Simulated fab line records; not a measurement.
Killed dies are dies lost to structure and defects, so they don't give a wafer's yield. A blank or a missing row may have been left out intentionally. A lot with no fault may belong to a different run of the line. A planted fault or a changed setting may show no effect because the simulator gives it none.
Split-lot experiment || flow n5Finfet || on a route of 1938 steps: 7 lots, 21 wafers read

ABOUT THE SPLIT
At N5_BEOL_M14_PEB_26 (peb time 90 s), the setting pebTempC was moved away from the recipe's 130 C on 5 of the 21 wafers read, by -1.3% to -0.8%. This setting was run at the recipe's value on the other wafers.

FROM THE SPLIT TO THE READING: what the file shows between them, 2 steps
- N5_BEOL_M14_DEVELOP_27: develop time 45 s
- N5_BEOL_M14_HARDBAKE_32: time 120 s

THE READING
cdNm (nm) at N5_BEOL_M14_CD_MEAS_28, where the cd target is 284.4 nm. On this fab line, fault-free wafers typically give 284.6 nm with a standard deviation of 1 nm.

{"wafer": "L075.1", "tool, chamber at the split": "lithoTrack-01, 0", "pebTempC as run, C": 129, "against the recipe": "-0.8%", "cdNm, nm": 278.1, "against lot-mates on the recipe": -6.2}
{"wafer": "L075.4", "tool, chamber at the split": "lithoTrack-01, 0", "pebTempC as run, C": 130, "against the recipe": "recipe", "cdNm, nm": 285.0, "against lot-mates on the recipe": "-"}
{"wafer": "L075.5", "tool, chamber at the split": "lithoTrack-01, 0", "pebTempC as run, C": 130, "against the recipe": "recipe", "cdNm, nm": 283.7, "against lot-mates on the recipe": "-"}
{"wafer": "L076.1", "tool, chamber at the split": "lithoTrack-01, 0", "pebTempC as run, C": 129, "against the recipe": "-0.8%", "cdNm, nm": 278.2, "against lot-mates on the recipe": -6.4}
{"wafer": "L076.4", "tool, chamber at the split": "lithoTrack-01, 0", "pebTempC as run, C": 129, "against the recipe": "-0.8%", "cdNm, nm": 278.3, "against lot-mates on the recipe": -6.3}
{"wafer": "L076.5", "tool, chamber at the split": "lithoTrack-01, 0", "pebTempC as run, C": 130, "against the recipe": "recipe", "cdNm, nm": 284.6, "against lot-mates on the recipe": "-"}
{"wafer": "L084.1", "tool, chamber at the split": "lithoTrack-03, 0", "pebTempC as run, C": 130, "against the recipe": "recipe", "cdNm, nm": 286.0, "against lot-mates on the recipe": "-"}
{"wafer": "L084.4", "tool, chamber at the split": "lithoTrack-03, 0", "pebTempC as run, C": 130, "against the recipe": "recipe", "cdNm, nm": 285.0, "against lot-mates on the recipe": "-"}
{"wafer": "L084.5", "tool, chamber at the split": "lithoTrack-03, 0", "pebTempC as run, C": 130, "against the recipe": "recipe", "cdNm, nm": 285.0, "against lot-mates on the recipe": "-"}
{"wafer": "L091.3", "tool, chamber at the split": "lithoTrack-03, 0", "pebTempC as run, C": 130, "against the recipe": "recipe", "cdNm, nm": 285.6, "against lot-mates on the recipe": "-"}
{"wafer": "L091.4", "tool, chamber at the split": "lithoTrack-03, 0", "pebTempC as run, C": 130, "against the recipe": "recipe", "cdNm, nm": 284.5, "against lot-mates on the recipe": "-"}
{"wafer": "L091.5", "tool, chamber at the split": "lithoTrack-03, 0", "pebTempC as run, C": 130, "against the recipe": "recipe", "cdNm, nm": 284.7, "against lot-mates on the recipe": "-"}
{"wafer": "L094.1", "tool, chamber at the split": "lithoTrack-05, 0", "pebTempC as run, C": 130, "against the recipe": "recipe", "cdNm, nm": 283.8, "against lot-mates on the recipe": "-"}
{"wafer": "L094.4", "tool, chamber at the split": "lithoTrack-05, 0", "pebTempC as run, C": 130, "against the recipe": "recipe", "cdNm, nm": 284.0, "against lot-mates on the recipe": "-"}
{"wafer": "L094.6", "tool, chamber at the split": "lithoTrack-05, 0", "pebTempC as run, C": 130, "against the recipe": "recipe", "cdNm, nm": 282.9, "against lot-mates on the recipe": "-"}
{"wafer": "L097.1", "tool, chamber at the split": "lithoTrack-01, 0", "pebTempC as run, C": 130, "against the recipe": "recipe", "cdNm, nm": 283.2, "against lot-mates on the recipe": "-"}
{"wafer": "L097.2", "tool, chamber at the split": "lithoTrack-01, 0", "pebTempC as run, C": 128.3, "against the recipe": "-1.3%", "cdNm, nm": 274.7, "against lot-mates on the recipe": -8.5}
{"wafer": "L097.3", "tool, chamber at the split": "lithoTrack-01, 0", "pebTempC as run, C": 128.3, "against the recipe": "-1.3%", "cdNm, nm": 274.8, "against lot-mates on the recipe": -8.4}
{"wafer": "L095.1", "tool, chamber at the split": "lithoTrack-05, 0", "pebTempC as run, C": 130, "against the recipe": "recipe", "cdNm, nm": 284.0, "against lot-mates on the recipe": "-"}
{"wafer": "L095.2", "tool, chamber at the split": "lithoTrack-05, 0", "pebTempC as run, C": 130, "against the recipe": "recipe", "cdNm, nm": 286.2, "against lot-mates on the recipe": "-"}
{"wafer": "L095.5", "tool, chamber at the split": "lithoTrack-05, 0", "pebTempC as run, C": 130, "against the recipe": "recipe", "cdNm, nm": 286.4, "against lot-mates on the recipe": "-"}

FIT RESULTS
A straight line over all 21 wafers: cdNm changes by +7.83 nm for each +1% of pebTempC; r = +0.97; the points scatter about the line by 0.95 nm.
The same after taking each lot's own level away (the mean of its wafers on the recipe; 21 wafers): +7 nm for each +1%; r = +0.98; scatter 0.72 nm.
Per that fit: largest pebTempC move, reading shift of 9.1 nm.
The span of the lots' own levels, 283.20 to 285.53 nm, comes to 2.3 times the standard deviation stated above.
So the lot-to-lot level changes the slope: the two fits differ.
Check: with one of the wafers moved furthest among these (-1.3%) left out of the fit, the line predicts -9.57 nm for it against its lot-mates. Against them it came out at -8.5 nm.

OTHER SPLITS ON THESE WAFERS
Before the reading, these wafers also passed through other splits. Each is held against what the fit with the lots' levels taken away leaves over:
{"other split on the same wafers": "N5_BEOL_M11_ETCH_41 timeS", "wafers away from the commonest value": 8, "r with cdNm (lot level and that fit taken away)": "+0.02"}
{"other split on the same wafers": "N5_BEOL_M13_COAT_04 spinRpm", "wafers away from the commonest value": 4, "r with cdNm (lot level and that fit taken away)": "+0.05"}
{"other split on the same wafers": "N5_BEOL_M14_COAT_22 spinRpm", "wafers away from the commonest value": 7, "r with cdNm (lot level and that fit taken away)": "+0.20"}

THE WHOLE CHAIN: every reading that the file lists as answering this split, in the file's order
{"step": "N5_BEOL_M14_CD_MEAS_28", "what it does": "target cd 284.4 nm", "reading": "cdNm", "change (the file's fit)": "+7.18 nm for each +1% of the setting", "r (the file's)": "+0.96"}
{"step": "N5_BEOL_M14_DESCUM_33", "what it does": "chemistry O2, time 7.9 s", "reading": "BEOL_M14.cdNm (the simulator's own value, which no gauge read)", "change (the file's fit)": "+7.01 nm for each +1% of the setting", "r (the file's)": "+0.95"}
{"step": "N5_BEOL_M14_ETCH_67", "what it does": "etches SiARC in CF4, target depth 143 nm, time 238.3 s", "reading": "BEOL_M14.cdNm (the simulator's own value, which no gauge read)", "change (the file's fit)": "+6.93 nm for each +1% of the setting", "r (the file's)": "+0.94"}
{"step": "N5_BEOL_M14_ETCH_68", "what it does": "etches SOC in N2/H2, time 450 s", "reading": "BEOL_M14.cdNm (the simulator's own value, which no gauge read)", "change (the file's fit)": "+6.68 nm for each +1% of the setting", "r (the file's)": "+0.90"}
{"step": "N5_BEOL_M14_TRENCH_ETCH_34", "what it does": "etches SiO2 in C4F8/O2/Ar, target depth 556.65 nm, time 126.9 s", "reading": "BEOL_M14.cdNm (the simulator's own value, which no gauge read)", "change (the file's fit)": "+6.41 nm for each +1% of the setting", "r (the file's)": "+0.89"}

FILE'S OWN FIT
cdNm changes by +7.18 nm for each +1% of pebTempC, r = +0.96.
